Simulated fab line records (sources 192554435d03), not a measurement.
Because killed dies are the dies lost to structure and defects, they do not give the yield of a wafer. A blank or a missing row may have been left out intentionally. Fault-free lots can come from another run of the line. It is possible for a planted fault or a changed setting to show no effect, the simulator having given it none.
Struck lot and sound lot, side by side -- flow n5Finfet -- 39 out of 1938 route steps
Sound: the wafers L783.1, L783.2, L783.6. Wafers L794.1, L794.4, L794.6 were the ones struck. The cause is given at the end.
At each step with rows: each side's tool, then ch and its chambers, then its first start. Under that, the readings that differ: sound wafers -- struck wafers -- difference of the means -- sigmas: that difference in standard deviations of wafers without a fault.
alike: a reading whose means differ by less than 2 such deviations, as well as words and numbers matching on both sides. not compared: withheld readings; readings where some wafer has no value; bounds like >300 that might hide an equal value; numbers whose values overlap and for which the record gives no deviation.
Wherever a step has rows on one side only, a row that says differs or no value, or a row with sigmas, the two part there. When numbers do not overlap yet have no deviation, they are printed without sigmas and do not part them. A reading missing from all wafers of one side parts the sides only when that side holds two or more wafers.

first, 9 steps without rows for these wafers: N5_BEOL_M4_ANNEAL_95 (time 240 s); N5_BEOL_M4_SPUTTER_96 (material Cu, target thk 4.5 nm, time 8.29 s); N5_BEOL_M4_ECD_50 (material Cu, target thk 300 nm); N5_BEOL_M4_ANNEAL_51 (time 90 s); N5_BEOL_M4_CMP_52 (polishes, stops on SiOC, t overpolish 6.8 s, target thk 40 nm); N5_BEOL_M4_PRE_CLEAN_60 (time 15 s); N5_BEOL_M4_CO_CAP_55 (material Co, precursor CCTBA/H2, target thk 2 nm, time 102.1 s); N5_BEOL_M4_PRE_CLEAN_56 (time 15 s); N5_BEOL_M4_DEP_57 (deposits SiCN from 3MS/NH3, target thk 8 nm, time 14 s).
N5_BEOL_M4_RC_MEAS_101:
  sound on prober-02 ch 0, day 9 07:47; struck on prober-01 ch 0, day 11 09:52
  alike: DIBL_N, DIBL_P, IOFF_N, IOFF_P, ION_N, ION_P, SS_N, SS_P, VT_N, VT_P
then, 24 steps without rows for these wafers: N5_BEOL_M5_ILD_DEP_00 (deposits SiCOH lowk from DEMS/porogen, target thk 140.64 nm, time 25.9 s); N5_BEOL_M5_CURE_79 (cures SiCOH lowk, time 240 s); N5_BEOL_M5_PECVD_70 (deposits SiO2 from TEOS/O2, target thk 16 nm, time 18 s); N5_BEOL_M5_HM_DEP_02 (deposits TiN, target thk 20 nm); N5_BEOL_M5_COAT_59 (time 60 s, resist thk 60 nm); N5_BEOL_M5_COAT_60 (time 60 s, resist thk 12 nm); N5_BEOL_M5_COAT_71 (time 60 s, resist thk 5 nm); N5_BEOL_M5_COAT_05 (resist thk 30 nm); N5_BEOL_M5_EBR_07; N5_BEOL_M5_SOFTBAKE_06 (time 60 s); N5_BEOL_M5_EXPOSE_08 (exposes mask M5, target cd 28 nm); N5_BEOL_M5_PEB_09 (peb time 60 s); N5_BEOL_M5_DEVELOP_10 (develop time 30 s); N5_BEOL_M5_DESCUM_16 (chemistry O2, time 7 s); N5_BEOL_M5_ETCH_72 (etches underlayer in N2/H2, target depth 6.5 nm, time 5.2 s); N5_BEOL_M5_ETCH_61 (etches SiARC in CF4, target depth 15.6 nm, time 26 s); N5_BEOL_M5_ETCH_62 (etches SOC in N2/H2, target depth 75 nm, overetch 15 nm, time 112.5 s); N5_BEOL_M5_STRIP_63 (strips in N2/H2); N5_BEOL_M5_STRIP_73 (strips in N2/H2); N5_BEOL_M5_STRIP_64 (strips in CF4); N5_BEOL_M5_HM_OPEN_17 (chemistry Cl2/BCl3, target TiN, target depth 20 nm, overetch 6 nm); N5_BEOL_M5_STRIP_19 (strips in O2); N5_BEOL_M5_COAT_65 (time 60 s, resist thk 60 nm); N5_BEOL_M5_COAT_66 (time 60 s, resist thk 12 nm).
-- here the record skips 4 days between the struck wafers' starts before and after, leaving off in module BEOL_M5 and picking up in module BEOL_M14 (first step shown: number 1767 of the route) --
N5_BEOL_M14_CMP_49: polishes, stops on SiO2, t overpolish 5.2 s, target thk 560 nm.
  sound on cmp-01 ch 2,3, day 13 02:11; struck on cmp-04 ch 0,3, day 15 09:24
  no value came back on the struck wafers for any of 6 readings (barrierFieldEndpointS (s), clearingPlatenDownForcePsi (psi) and others); on the sound wafers barrierFieldEndpointS (s) reads 10.97 11.35 11.43
reading,sound,struck,difference,sigmas
model.Cu_of_BEOL_M14_ECD_47.thkNm (nm),559.8 566.2 562.4,1252 1245 1258,+689,
N5_BEOL_M14_THK_MEAS_50: measures by xrf.
  sound on filmMetro-01, day 13 02:28; struck on filmMetro-02, day 15 09:41
reading,sound,struck,difference,sigmas
M14_THK (nm),548 556 553,1255 1242 1262,+701,+58
N5_BEOL_M14_RS_MEAS_54: measures by four-point-probe.
  sound on filmMetro-02, day 13 02:36; struck on filmMetro-01, day 15 09:50
reading,sound,struck,difference,sigmas
M14_RS (ohm/sq),0.0332 0.0328 0.0330,0.0135 0.0136 0.0135,-0.0195,-27
N5_BEOL_M14_INSPECT_55: inspects for defects (darkfield).
  sound on defectInspect-02, day 13 02:37; struck on defectInspect-01, day 15 09:51
reading,sound,struck,difference,sigmas
rawDefectCount,36 47 57,6399 6490 6473,+6407,+99 or more
N5_PASSIVATION_PROBE_49:
  sound on prober-01, day 14 03:05; struck on prober-01, day 16 07:07
reading,sound,struck,difference,sigmas
defectLimitedYield (%),89.1 92.6 90.2,0 0 0,-91,-57
killed_at_M4_up,22 6 15,1060 1098 1062,+1059,+99 or more
killedDies,129 87 116,1180 1180 1180,+1069,+56
killedOnRim,18 13 14,152 152 152,+137,+35
sortNPass,1051 1093 1064,0 0 0,-1069,-49
sortYieldPct (%),89.1 92.6 90.2,0 0 0,-91,-48
  alike: killed_at_M0_to_M3, killedAtContacts, killedAtFrontEnd, killedAtOther, killedOpen, killedShort, sort_bin_5_function, sort_bin_6_memory

WHERE THEY PART
At N5_BEOL_M14_CMP_49 first; at N5_PASSIVATION_PROBE_49 last (within this record only).

WHY: the cause the simulator had injected
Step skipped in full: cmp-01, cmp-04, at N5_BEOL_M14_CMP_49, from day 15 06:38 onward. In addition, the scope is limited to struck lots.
